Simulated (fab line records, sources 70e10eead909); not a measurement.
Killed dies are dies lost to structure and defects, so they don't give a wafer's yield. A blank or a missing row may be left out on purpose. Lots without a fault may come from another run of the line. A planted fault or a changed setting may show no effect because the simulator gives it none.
Which tool did it? | flow nand_harc | 7 lots, 20 wafers sampled, at 2 steps of a route of 1302

WHAT THE GAUGES READ, wafer by wafer
NHARC_THIN_TSV_THK_MEAS_02: measures by ir.
lot  | measured     | on            | thk_nm (nm)
L841 | day 23 23:37 | film_metro-01 | 3528 3148 3122
L844 | day 24 13:48 | film_metro-02 | 2902 2778 2961
L848 | day 27 01:30 | film_metro-01 | 3219 3062 3219
L852 | day 28 15:50 | film_metro-01 | 3141
L856 | day 29 22:04 | film_metro-02 | 3067 3000 3215
L863 | day 32 13:14 | film_metro-02 | 3022 3133 3271
L864 | day 33 05:31 | film_metro-01 | 3236 2888 2766

WHICH TOOL RAN EACH LOT (tool, then ch and the chambers of the sampled wafers, then the start)
lot  | NHARC_A_CONTACT_DEP_29
L841 | pecvd-02 ch 0,1, day 21 19:37
L844 | pecvd-01 ch 0,1,2, day 22 10:01
L848 | pecvd-01 ch 0,1,2, day 24 19:43
L852 | pecvd-03 ch 0,1, day 26 08:49
L856 | pecvd-01 ch 1,2, day 27 14:05
L863 | pecvd-01 ch 1,2, day 30 03:31
L864 | pecvd-02 ch 0,2, day 30 20:47
- NHARC_A_CONTACT_DEP_29: deposits SiON, target thk 100 nm.

THE ANSWER, worked out from the rows above alone
Rule: what is usual is taken from the lots themselves. Put in order of their means at a reading, lots are off if they are a third of the lots or fewer, leave a main group of 4 or more, and stand apart from it by a gap of 3 or more times the standard deviation of the main group's means; of several such gaps the widest counts. A main group whose means are all the same, to the digits that the tables above print for the reading, isn't used. A lot without any number at a reading at which 4 lots or more have one is off too. The other lots that the step has rows for count as sound.
No lot is off at any reading shown: from this, nothing can be told.

WHAT THE SIMULATOR HAD PUT IN
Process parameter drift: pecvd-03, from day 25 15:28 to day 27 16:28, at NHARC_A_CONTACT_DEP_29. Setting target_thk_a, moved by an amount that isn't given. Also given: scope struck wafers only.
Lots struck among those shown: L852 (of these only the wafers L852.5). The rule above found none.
